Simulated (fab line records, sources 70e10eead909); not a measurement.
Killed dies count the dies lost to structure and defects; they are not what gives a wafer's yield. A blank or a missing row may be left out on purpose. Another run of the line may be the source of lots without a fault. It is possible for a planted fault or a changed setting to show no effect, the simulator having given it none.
A lot that was struck, set against a sound lot -- flow nand_harc -- 12 out of 1159 route steps
Sound: the wafers L874.2, L874.3, L874.5. Wafers struck: L881.2, L881.4, L881.5. The cause is given at the end.
For every step that has rows: the tool of each side, followed by ch and its chambers, followed by its first start. Under that, the readings that differ: sound wafers -- struck wafers -- difference of the means -- sigmas: that difference in standard deviations of wafers without a fault.
alike: same words and numbers on both sides, and readings whose means sit less than 2 such deviations apart. not compared: any withheld reading, any reading some wafer has no value for, any bound like >300 that may hide the same value, and any number with overlapping values for which the record gives no deviation.
A row with sigmas, a row that says differs or no value, or rows on one side alone: a step with any of these is where the two part. Numbers that don't overlap but have no deviation are shown without sigmas and don't part them. A reading that every wafer of one side lacks parts them only if that side has two wafers or more.

NHARC_A_SLIT_ETCH_29: etches the open film in CF4/O2, target depth 100 nm, overetch 10 nm, time 55 s.
  sound on rie_diel-06 ch 0,1,2, day 17 18:47; struck on rie_diel-06 ch 1,2,3, day 19 18:07
  alike: chamber_pressure_mTorr, drypump_motor_current_A, o2_flow_sccm, oes_product_au, rf_vpp_V, showerhead_plenum_p_Torr, throttle_valve_pct
  not compared: rf_hours_counter_h
NHARC_A_SLIT_STRIP_18: strips in O2.
  sound: rie_diel-06 ch 0,2; struck: rie_diel-06 ch 2,3
  alike: chamber_pressure_mTorr, drypump_motor_current_A, o2_flow_sccm, oes_product_au, rf_vpp_V, showerhead_plenum_p_Torr, throttle_valve_pct
  not compared: rf_hours_counter_h
then, 2 steps without rows for these wafers: NHARC_A_SLIT_PRECLEAN_19 (cleans in SC1); NHARC_A_SLIT_SRD_20.
NHARC_A_SLIT_CD_MEAS_21:
  struck on cd_sem-01, day 19 18:40; sound on cd_sem-01, day 17 19:19
  alike: cd_nm
then, 3 steps without rows for these wafers: NHARC_A_SIN_REMOVE_WET_00 (chemistry H3PO4, time 15300 s); NHARC_A_SIN_REMOVE_PRECLEAN_01 (cleans in SC1); NHARC_A_SIN_REMOVE_SRD_02.
NHARC_A_SIN_REMOVE_INSPECT_04:
  struck on defect_inspect-01, day 20 00:14; sound on defect_inspect-01, day 18 01:18
  alike: raw_defect_count
NHARC_A_WL_FILL_ALD_00: deposits Al2O3, target thk 3 nm, pulse time 3 s, ald cycles 30.
  sound on ald_hk-03 ch 0,1,3, day 18 01:22; struck on ald_hk-02 ch 0,2,3, day 20 00:19
  alike: heater_power_outer_w, heater_power_w, precursor_pulse_height_rel
  not compared: since_wet_clean_h
NHARC_A_WL_FILL_RTA_01: time 5 s.
  sound on rtp_anneal-02 ch 0, day 18 01:39; struck on rtp_anneal-02 ch 0, day 20 00:35
  alike: lamp_power_pct, lamp_zone_7_pct, wafer_temp_C_max
NHARC_A_WL_FILL_ALD_02: deposits TiN, target thk 2 nm, pulse time 3 s, ald cycles 100.
  sound on ald_metal-02 ch 1,2,3, day 18 01:55; struck on ald_metal-04 ch 0,1,3, day 20 00:46
  no value came back on the struck wafers for ald_cycles, heater_power_outer_w (W), heater_power_w (W), precursor_pulse_height_rel; on the sound wafers ald_cycles reads 100 100 100
  not compared: since_wet_clean_h

WHERE THEY PART
Only at NHARC_A_WL_FILL_ALD_02, within this record.

WHY: whatever the simulator had introduced
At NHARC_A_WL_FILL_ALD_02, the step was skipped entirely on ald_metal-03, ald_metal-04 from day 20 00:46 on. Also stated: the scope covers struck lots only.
